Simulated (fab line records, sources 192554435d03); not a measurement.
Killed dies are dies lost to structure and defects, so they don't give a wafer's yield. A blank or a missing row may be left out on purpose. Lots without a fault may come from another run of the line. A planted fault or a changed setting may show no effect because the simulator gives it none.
Chamber matching | flow n5_finfet | N5_BEOL_M10_STRIP_19 on rie_diel-01: 4 sister chambers
The step strips in O2. 4 wafers are shown with their chamber, then 9 later ones without.

WAFERS WITH THEIR CHAMBER
wafer  | chamber | showerhead_plenum_p_Torr (Torr)
L081.6 | 2       | 2.22
L092.2 | 3       | 2.03
L092.5 | 0       | 2.20
L092.6 | 1       | 2.14

WAFERS WITHOUT THEIR CHAMBER
wafer  | showerhead_plenum_p_Torr (Torr)
L093.1 | 2.20
L093.3 | 2.03
L093.6 | 2.20
L094.1 | 2.13
L094.2 | 2.03
L094.3 | 2.21
L096.4 | 2.02
L096.5 | 2.03
L096.6 | 2.19

WHICH CHAMBER EACH WENT THROUGH
wafer  | from the rows above     | in truth
L093.1 | 0                       | 0
L093.3 | 3                       | 3
L093.6 | 0                       | 0
L094.1 | 1                       | 1
L094.2 | 3                       | 3
L094.3 | can't be placed: 0 or 2 | 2
L096.4 | 3                       | 3
L096.5 | 3                       | 3
L096.6 | 0                       | 0
Placed correctly: 8 of 9. Can't be placed from these rows: 1 (the true chamber is among the candidates in 1). Placed wrongly: 0.
How it was worked out, from the rows above alone: a wafer's distance from a chamber is the root of the sum, over the readings, of the square of ((its reading less the chamber's mean) divided by the reading's scatter). The wafer belongs to the nearest chamber; if the next one is less than 2 further off, it can't be placed. A chamber's mean is the mean of its shown wafers. The scatter: with one shown wafer a chamber, the root of the mean of the squares of how far each hidden wafer lies from its nearest shown one.
